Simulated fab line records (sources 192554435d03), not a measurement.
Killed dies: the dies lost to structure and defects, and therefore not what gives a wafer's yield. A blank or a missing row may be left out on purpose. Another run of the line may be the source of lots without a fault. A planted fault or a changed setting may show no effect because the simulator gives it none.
fab line records	flow n5-finfet	part 1 of 2: steps 1 to 3 of 6
record lots=23	wafers=69	last-day=18
route steps=1938 shown BEOL_M1@769
lots that met no fault: taken from a fault-free run of the same line
start-h: hours from the record's opening day to when the first of the lot's shown wafers began	wait-h: hours since the lot's step before	" as in the row above	L1.1+2: one row covering several wafers at once	- no value, or no start given	* or withheld: withheld	< > ~ a bound
route shown NAME@n: NAME is a module with steps in the file, n the number in the route of the first one	usual: mean/standard deviation taken from wafers without a fault	same: alike in all rows	chamber/n: place in a boat	sites: readings site by site	_std_site: the values' standard deviation	_edge_site: outer sites' mean less inner sites'	radius-mm: how far each site lies from the wafer's centre	mask NAME#n: copy n	behind: the most recent tool/chamber to have shaped the wafer	hold: reason for holding the lot/hours on hold/outcome of the hold	device: transistor that didn't switch, given as n, p or np	end of line: at the end of the route, the tests of the same wafers	a step with no rows: only its recipe	killed: not the wafer's yield, but the dies lost to structure and defects at the first sort	map: shows each die of a wafer: x if killed, . if not, _ if none is there
set.NAME: the setting as run; set.NAME@STEP: as run at that earlier step	model.NAME: the simulator's own value behind a step, which no gauge read
one table for each step of the route and one row for each wafer, over a sample of lots
services: the hour from which a tool's chamber was out of use, counted from the record's first day as start-h (under 0 if before that day), plus the number of hours and why
## steps
# step N5_BEOL_M1_ETCH_63
# recipe chemistry=CF4	target=SiARC	target-depth-a=156	mask-material=CAR-EUV	time-s=26	ion-energy-ev=80	pressure-mtorr=40	source-w=545	bias-w=36	Ar_flow_sccm=100	cf4-flow-sccm=100	ends=cleared
# usual drypump-motor-current-A=5.5/0.35	etch-rf-on-time-s=26.2/0.85	oes-product-au=0.67/0.073	rf-vpp-V=184.0/1.2	showerhead-plenum-p-Torr=2.15/0.069	throttle-valve-pct=15.65/0.21
lot.wafer	tool	chamber	start-h	wait-h	drypump-motor-current-A	etch-rf-on-time-s	oes-product-au	rf-hours-counter-h	rf-vpp-V	showerhead-plenum-p-Torr	throttle-valve-pct
L074.1	rie-diel-02	1	120.78	0.0	5.9	26.1	0.61	183	184.9	2.14	15.79
L074.5	"	1	"	"	6.0	26.1	0.61	-	182.4	2.14	15.78
L074.6	"	0	"	"	4.8	26.8	0.60	-	183.8	2.14	15.97
L075.3	rie-diel-04	2	127.02	0.0	5.7	26.9	0.62	148	182.9	2.06	15.60
L075.4	"	3	"	"	5.4	25.7	0.63	181	185.8	2.23	15.73
L075.6	"	2	"	"	5.7	26.9	0.62	-	183.8	2.06	15.61
L076.1	rie-diel-04	0	137.11	0.0	5.6	27.2	0.74	40	183.6	2.11	15.48
L076.3	"	3	"	"	5.4	25.7	0.63	183	184.8	2.23	15.76
L076.5	"	2	"	"	5.7	27.1	0.62	-	183.2	2.06	15.61
L077.1	rie-diel-04	2	144.62	0.0	5.7	26.9	0.62	152	182.9	2.06	15.60
L077.4	"	1	"	"	5.0	27.9	0.57	215	183.7	2.11	15.83
L077.5	"	1	"	"	5.0	27.8	0.58	-	182.9	2.11	15.83
L079.2	rie-diel-02	2	149.43	0.0	5.8	25.2	0.85	4	183.6	2.11	15.16
L079.3	"	1	"	"	6.0	26.4	0.60	192	183.5	2.13	15.81
L079.6	"	1	"	"	6.0	26.7	0.60	-	184.0	2.13	15.80
L080.3	rie-diel-06	2	162.68	0.0	6.1	25.3	0.67	124	183.8	2.14	15.60
L080.5	"	2	"	"	6.1	25.4	0.68	-	183.6	2.14	15.60
L080.6	"	3	"	"	5.2	26.3	0.73	-	185.8	2.26	15.30
L081.1	rie-diel-04	0	162.98	0.0	5.6	26.8	0.73	47	183.5	2.11	15.51
L081.3	"	3	"	"	5.4	25.7	0.62	190	186.0	2.22	15.78
L081.6	"	0	"	"	5.7	26.8	0.73	-	182.6	2.11	15.51
L082.1	rie-diel-04	1	175.90	0.0	5.0	27.3	0.58	224	184.6	2.10	15.86
L082.4	"	0	"	"	5.7	26.8	0.73	51	182.7	2.11	15.52
L082.5	"	0	"	"	5.6	26.6	0.73	-	184.0	2.11	15.50
L083.1	rie-diel-02	2	176.23	0.0	5.8	24.9	0.82	13	184.2	2.10	15.17
L083.2	"	3	"	"	5.7	25.4	0.77	38	186.2	2.26	15.72
L083.3	"	0	"	"	4.8	26.5	0.59	233	182.7	2.14	16.04
L084.2	rie-diel-04	2	191.55	0.0	5.7	26.2	0.61	167	183.7	2.05	15.64
L084.4	"	3	"	"	5.4	25.8	0.61	200	183.8	2.22	15.81
L084.5	"	1	"	"	5.0	27.3	0.58	-	184.4	2.10	15.84
L085.1	rie-diel-02	3	202.94	0.0	5.7	26.0	0.75	46	185.4	2.25	15.74
L085.3	"	2	"	"	5.8	25.2	0.80	18	183.4	2.10	15.19
L085.6	"	3	"	"	5.7	25.9	0.75	-	185.2	2.25	15.76
L086.1	rie-diel-04	1	208.64	0.0	5.0	28.1	0.57	235	183.8	2.10	15.88
L086.3	"	0	"	"	5.7	27.1	0.71	62	182.8	2.11	15.51
L086.4	"	2	"	"	5.7	26.3	0.62	173	181.4	2.05	15.64
L088.3	rie-diel-06	0	209.12	0.0	5.6	25.7	0.63	164	186.2	2.23	15.66
L088.4	"	2	"	"	6.1	25.8	0.65	137	184.2	2.14	15.63
L088.5	"	3	"	"	5.2	26.5	0.73	-	185.5	2.26	15.32
L087.1	rie-diel-06	0	209.83	0.0	5.5	25.2	0.64	164	186.5	2.22	15.66
L087.2	"	3	"	"	5.2	26.5	0.73	47	186.4	2.26	15.34
L087.5	"	2	"	"	6.1	25.6	0.65	-	183.4	2.14	15.62
L089.2	rie-diel-06	0	214.23	0.0	5.6	25.5	0.63	166	184.3	2.22	15.67
L089.3	"	2	"	"	6.1	25.7	0.66	139	184.0	2.14	15.63
L089.5	"	0	"	"	5.6	25.5	0.63	-	184.0	2.22	15.68
L090.2	rie-diel-06	1	217.08	0.0	5.4	25.5	0.71	73	182.0	2.09	15.81
L090.5	"	2	"	"	6.1	25.6	0.66	-	184.6	2.14	15.62
L090.6	"	1	"	"	5.4	25.5	0.71	-	183.3	2.09	15.82
L091.2	rie-diel-02	2	225.66	0.0	5.8	25.3	0.79	25	182.8	2.10	15.20
L091.5	"	2	"	"	5.8	25.2	0.79	-	183.8	2.10	15.18
L091.6	"	3	"	"	5.7	25.8	0.74	-	185.6	2.25	15.77
L092.1	rie-diel-04	2	231.76	0.0	5.7	26.7	0.60	181	183.6	2.05	15.65
L092.2	"	3	"	"	5.4	26.2	0.60	213	185.9	2.21	15.83
L092.5	"	2	"	"	5.7	26.8	0.60	-	182.6	2.05	15.65
L093.3	rie-diel-04	0	239.95	0.0	5.6	27.2	0.71	68	182.4	2.10	15.55
L093.4	"	1	"	"	5.0	28.2	0.56	247	182.6	2.10	15.90
L093.6	"	2	"	"	5.7	26.3	0.61	-	183.9	2.05	15.65
L094.3	rie-diel-02	3	247.00	0.0	5.7	25.3	0.74	61	186.0	2.25	15.78
L094.4	"	1	"	"	6.0	26.3	0.59	-	183.2	2.12	15.87
L094.5	"	2	"	"	5.8	25.0	0.79	-	183.5	2.10	15.22
L095.1	rie-diel-06	0	247.13	0.0	5.5	25.5	0.62	175	185.6	2.22	15.69
L095.4	"	3	"	"	5.2	25.9	0.71	58	187.0	2.25	15.34
L095.6	"	1	"	"	5.4	25.2	0.71	-	183.4	2.09	15.83
L096.2	rie-diel-04	2	251.84	0.0	5.7	26.1	0.61	188	183.7	2.05	15.66
L096.3	"	0	"	"	5.7	27.2	0.71	71	183.2	2.10	15.55
L096.4	"	0	"	"	5.7	27.2	0.70	-	184.2	2.10	15.55
L097.1	rie-diel-04	2	267.51	0.0	5.7	26.1	0.61	193	181.9	2.05	15.68
L097.3	"	0	"	"	5.6	26.7	0.70	77	185.2	2.10	15.56
L097.6	"	0	"	"	5.7	26.9	0.70	-	183.4	2.10	15.57
# step N5_BEOL_M1_ETCH_64
# recipe chemistry=N2/H2	target=SOC	target-depth-a=750	overetch-a=150	mask-material=SiARC	temp-c=40	time-s=112.5	ion-energy-ev=200	pressure-mtorr=30	source-w=840	bias-w=150	n2-flow-sccm=200	h2-flow-sccm=200
# usual drypump-motor-current-A=5.5/0.35	oes-product-au=0.62/0.062	rf-vpp-V=524.0/2.6	showerhead-plenum-p-Torr=2.55/0.099	throttle-valve-pct=17.87/0.22
lot.wafer	tool	chamber	start-h	wait-h	drypump-motor-current-A	oes-product-au	rf-hours-counter-h	rf-vpp-V	showerhead-plenum-p-Torr	throttle-valve-pct
L074.1	rie-diel-02	1	120.81	0.0	6.0	0.57	183	522.4	2.51	17.85
L074.5	"	1	"	"	6.0	0.57	-	523.6	2.51	17.82
L074.6	"	0	"	"	4.8	0.56	-	522.2	2.53	18.28
L075.3	rie-diel-04	2	127.04	0.0	5.7	0.59	148	522.1	2.43	17.65
L075.4	"	3	"	"	5.4	0.58	181	525.8	2.64	17.89
L075.6	"	2	"	"	5.7	0.59	-	519.4	2.43	17.66
L076.1	rie-diel-04	0	137.13	0.0	5.6	0.70	40	523.3	2.49	17.72
L076.3	"	3	"	"	5.4	0.57	183	527.8	2.64	17.92
L076.5	"	2	"	"	5.7	0.58	-	520.6	2.42	17.66
L077.1	rie-diel-04	2	144.65	0.0	5.7	0.59	152	520.2	2.42	17.66
L077.4	"	1	"	"	5.0	0.56	215	523.6	2.51	18.03
L077.5	"	1	"	"	5.0	0.56	-	522.9	2.51	18.04
L079.2	rie-diel-02	2	149.46	0.0	5.8	0.77	4	521.7	2.48	17.36
L079.3	"	1	"	"	5.9	0.57	192	523.5	2.50	17.86
L079.6	"	1	"	"	6.0	0.57	-	524.2	2.50	17.86
L080.3	rie-diel-06	2	162.71	0.0	6.0	0.61	124	523.7	2.56	17.88
L080.5	"	2	"	"	6.1	0.61	-	523.4	2.56	17.88
L080.6	"	3	"	"	5.2	0.69	-	527.5	2.72	17.66
L081.1	rie-diel-04	0	163.01	0.0	5.6	0.68	47	523.4	2.48	17.74
L081.3	"	3	"	"	5.4	0.57	190	526.2	2.64	17.91
L081.6	"	0	"	"	5.7	0.69	-	521.4	2.48	17.73
L082.1	rie-diel-04	1	175.93	0.0	5.0	0.55	224	524.1	2.51	18.05
L082.4	"	0	"	"	5.6	0.69	51	520.9	2.48	17.73
L082.5	"	0	"	"	5.6	0.69	-	522.2	2.48	17.73
L083.1	rie-diel-02	2	176.26	0.0	5.8	0.74	13	522.4	2.48	17.36
L083.2	"	3	"	"	5.7	0.71	38	527.9	2.71	18.19
L083.3	"	0	"	"	4.7	0.55	233	523.8	2.52	18.30
L084.2	rie-diel-04	2	191.58	0.0	5.7	0.58	167	521.2	2.42	17.69
L084.4	"	3	"	"	5.4	0.57	200	524.6	2.64	17.92
L084.5	"	1	"	"	5.0	0.56	-	524.8	2.51	18.07
L085.1	rie-diel-02	3	202.97	0.0	5.7	0.69	46	528.2	2.71	18.20
L085.3	"	2	"	"	5.8	0.72	19	522.3	2.48	17.37
L085.6	"	3	"	"	5.7	0.69	-	528.2	2.71	18.21
L086.1	rie-diel-04	1	208.67	0.0	5.0	0.54	235	522.7	2.50	18.07
L086.3	"	0	"	"	5.7	0.67	62	520.9	2.48	17.75
L086.4	"	2	"	"	5.7	0.57	173	521.9	2.42	17.69
L088.3	rie-diel-06	0	209.15	0.0	5.6	0.58	164	526.4	2.66	18.03
L088.4	"	2	"	"	6.1	0.60	137	524.7	2.55	17.92
L088.5	"	3	"	"	5.2	0.68	-	527.8	2.72	17.68
L087.1	rie-diel-06	0	209.86	0.0	5.6	0.58	164	526.4	2.66	18.02
L087.2	"	3	"	"	5.2	0.68	47	528.0	2.72	17.67
L087.5	"	2	"	"	6.1	0.61	-	525.2	2.55	17.90
L089.2	rie-diel-06	0	214.26	0.0	5.6	0.58	166	526.2	2.66	18.05
L089.3	"	2	"	"	6.1	0.60	139	522.4	2.55	17.90
L089.5	"	0	"	"	5.6	0.58	-	527.2	2.66	18.04
L090.2	rie-diel-06	1	217.11	0.0	5.4	0.65	73	522.6	2.47	17.99
L090.5	"	2	"	"	6.1	0.60	-	525.5	2.55	17.91
L090.6	"	1	"	"	5.4	0.66	-	523.2	2.47	17.97
L091.2	rie-diel-02	2	225.69	0.0	5.8	0.72	25	522.7	2.47	17.37
L091.5	"	2	"	"	5.8	0.72	-	522.2	2.47	17.38
L091.6	"	3	"	"	5.7	0.69	-	527.9	2.70	18.22
L092.1	rie-diel-04	2	231.79	0.0	5.7	0.57	181	519.5	2.41	17.70
L092.2	"	3	"	"	5.4	0.55	214	526.6	2.63	17.96
L092.5	"	2	"	"	5.7	0.57	-	520.5	2.41	17.72
L093.3	rie-diel-04	0	239.97	0.0	5.6	0.67	68	522.6	2.47	17.77
L093.4	"	1	"	"	5.0	0.54	247	522.1	2.50	18.07
L093.6	"	2	"	"	5.7	0.57	-	519.5	2.41	17.72
L094.3	rie-diel-02	3	247.03	0.0	5.7	0.67	61	528.9	2.70	18.24
L094.4	"	1	"	"	6.0	0.55	-	521.4	2.49	17.92
L094.5	"	2	"	"	5.8	0.71	-	521.5	2.47	17.40
L095.1	rie-diel-06	0	247.16	0.0	5.5	0.57	175	527.1	2.66	18.07
L095.4	"	3	"	"	5.2	0.67	58	527.2	2.71	17.69
L095.6	"	1	"	"	5.4	0.65	-	521.7	2.46	17.99
L096.2	rie-diel-04	2	251.87	0.0	5.7	0.56	188	522.1	2.41	17.73
L096.3	"	0	"	"	5.6	0.66	71	522.1	2.47	17.76
L096.4	"	0	"	"	5.6	0.66	-	522.6	2.47	17.77
L097.1	rie-diel-04	2	267.54	0.0	5.7	0.56	193	519.7	2.41	17.75
L097.3	"	0	"	"	5.6	0.66	77	521.6	2.47	17.80
L097.6	"	0	"	"	5.6	0.67	-	521.4	2.47	17.78
# step N5_BEOL_M1_STRIP_66
# recipe chemistry=CF4	resist=SiARC	power-w=300	bias-power-w=75	pressure-mtorr=50	cf4-flow-sccm=150	rf-frequency-hz=6e+07
# usual drypump-motor-current-A=5.5/0.35	oes-product-au=0.77/0.078	rf-vpp-V=271.1/1.6	showerhead-plenum-p-Torr=1.80/0.057	throttle-valve-pct=13.63/0.23
lot.wafer	tool	chamber	start-h	wait-h	drypump-motor-current-A	oes-product-au	rf-hours-counter-h	rf-vpp-V	showerhead-plenum-p-Torr	throttle-valve-pct
L074.1	rie-diel-02	1	120.94	0.0	6.0	0.72	183	270.1	1.80	13.82
L074.5	"	1	"	"	5.9	0.72	-	271.4	1.80	13.81
L074.6	"	0	"	"	4.8	0.71	-	270.5	1.79	13.93
L075.3	rie-diel-04	2	127.17	0.0	5.7	0.74	148	269.7	1.73	13.58
L075.4	"	3	"	"	5.4	0.73	181	272.1	1.87	13.75
L075.6	"	2	"	"	5.7	0.73	-	269.2	1.73	13.59
L076.1	rie-diel-04	0	137.26	0.0	5.6	0.86	40	270.0	1.77	13.41
L076.3	"	3	"	"	5.4	0.72	183	272.9	1.87	13.76
L076.5	"	2	"	"	5.7	0.73	-	270.3	1.73	13.60
L077.1	rie-diel-04	2	144.78	0.0	5.7	0.73	152	270.2	1.73	13.59
L077.4	"	1	"	"	4.9	0.70	215	270.9	1.77	13.81
L077.5	"	1	"	"	5.0	0.70	-	270.5	1.77	13.82
L079.2	rie-diel-02	2	149.59	0.0	5.8	0.95	4	270.7	1.75	13.04
L079.3	"	1	"	"	6.0	0.71	192	270.5	1.80	13.83
L079.6	"	1	"	"	6.0	0.71	-	270.6	1.80	13.83
L080.3	rie-diel-06	2	162.84	0.0	6.1	0.77	124	271.4	1.82	13.65
L080.5	"	2	"	"	6.1	0.77	-	271.8	1.81	13.63
L080.6	"	3	"	"	5.2	0.86	-	275.4	1.88	13.24
L081.1	rie-diel-04	0	163.13	0.0	5.6	0.87	47	271.0	1.77	13.43
L081.3	"	3	"	"	5.4	0.71	191	273.4	1.86	13.78
L081.6	"	0	"	"	5.6	0.87	-	270.0	1.77	13.43
L082.1	rie-diel-04	1	176.06	0.0	5.0	0.70	224	270.0	1.76	13.84
L082.4	"	0	"	"	5.6	0.86	51	271.4	1.77	13.43
L082.5	"	0	"	"	5.6	0.86	-	269.4	1.77	13.45
L083.1	rie-diel-02	2	176.39	0.0	5.8	0.92	13	270.1	1.75	13.08
L083.2	"	3	"	"	5.7	0.87	38	274.2	1.90	13.72
L083.3	"	0	"	"	4.7	0.69	233	270.3	1.78	13.96
L084.2	rie-diel-04	2	191.71	0.0	5.7	0.72	167	269.1	1.73	13.65
L084.4	"	3	"	"	5.4	0.70	200	273.0	1.86	13.81
L084.5	"	1	"	"	5.0	0.70	-	269.6	1.76	13.86
L085.1	rie-diel-02	3	203.10	0.0	5.7	0.87	46	272.0	1.90	13.73
L085.3	"	2	"	"	5.8	0.91	19	268.9	1.75	13.07
L085.6	"	3	"	"	5.7	0.86	-	272.3	1.90	13.74
L086.1	rie-diel-04	1	208.80	0.0	5.0	0.69	235	270.9	1.76	13.87
L086.3	"	0	"	"	5.6	0.84	62	269.6	1.77	13.45
L086.4	"	2	"	"	5.7	0.71	173	269.0	1.72	13.65
L088.3	rie-diel-06	0	209.27	0.0	5.6	0.72	164	274.6	1.85	13.61
L088.4	"	2	"	"	6.1	0.76	137	271.7	1.81	13.67
L088.5	"	3	"	"	5.2	0.85	-	273.7	1.88	13.28
L087.1	rie-diel-06	0	209.99	0.0	5.6	0.72	164	270.8	1.85	13.62
L087.2	"	3	"	"	5.2	0.85	47	273.4	1.88	13.26
L087.5	"	2	"	"	6.1	0.76	-	270.9	1.81	13.68
L089.2	rie-diel-06	0	214.39	0.0	5.5	0.73	166	273.2	1.85	13.62
L089.3	"	2	"	"	6.1	0.75	139	270.6	1.81	13.69
L089.5	"	0	"	"	5.6	0.72	-	271.4	1.85	13.62
L090.2	rie-diel-06	1	217.23	0.0	5.4	0.81	73	270.0	1.75	13.72
L090.5	"	2	"	"	6.1	0.76	-	270.0	1.81	13.68
L090.6	"	1	"	"	5.4	0.82	-	269.9	1.75	13.72
L091.2	rie-diel-02	2	225.82	0.0	5.8	0.89	25	270.8	1.75	13.09
L091.5	"	2	"	"	5.8	0.90	-	269.9	1.75	13.10
L091.6	"	3	"	"	5.7	0.85	-	273.2	1.90	13.76
L092.1	rie-diel-04	2	231.92	0.0	5.7	0.71	181	268.7	1.72	13.65
L092.2	"	3	"	"	5.4	0.70	214	271.6	1.86	13.82
L092.5	"	2	"	"	5.7	0.71	-	268.7	1.72	13.67
L093.3	rie-diel-04	0	240.10	0.0	5.6	0.83	68	271.1	1.76	13.51
L093.4	"	1	"	"	5.0	0.68	247	269.6	1.76	13.89
L093.6	"	2	"	"	5.7	0.71	-	268.9	1.72	13.68
L094.3	rie-diel-02	3	247.16	0.0	5.7	0.84	61	273.0	1.89	13.77
L094.4	"	1	"	"	6.0	0.69	-	273.2	1.79	13.90
L094.5	"	2	"	"	5.8	0.88	-	269.8	1.75	13.10
L095.1	rie-diel-06	0	247.29	0.0	5.6	0.72	175	272.6	1.85	13.64
L095.4	"	3	"	"	5.2	0.83	58	274.2	1.88	13.30
L095.6	"	1	"	"	5.4	0.80	-	268.7	1.75	13.74
L096.2	rie-diel-04	2	251.99	0.0	5.7	0.71	188	268.4	1.72	13.70
L096.3	"	0	"	"	5.6	0.83	71	270.7	1.76	13.52
L096.4	"	0	"	"	5.6	0.83	-	270.4	1.76	13.49
L097.1	rie-diel-04	2	267.66	0.0	5.7	0.71	193	269.1	1.72	13.69
L097.3	"	0	"	"	5.7	0.83	77	270.8	1.76	13.50
L097.6	"	0	"	"	5.7	0.83	-	269.1	1.76	13.47
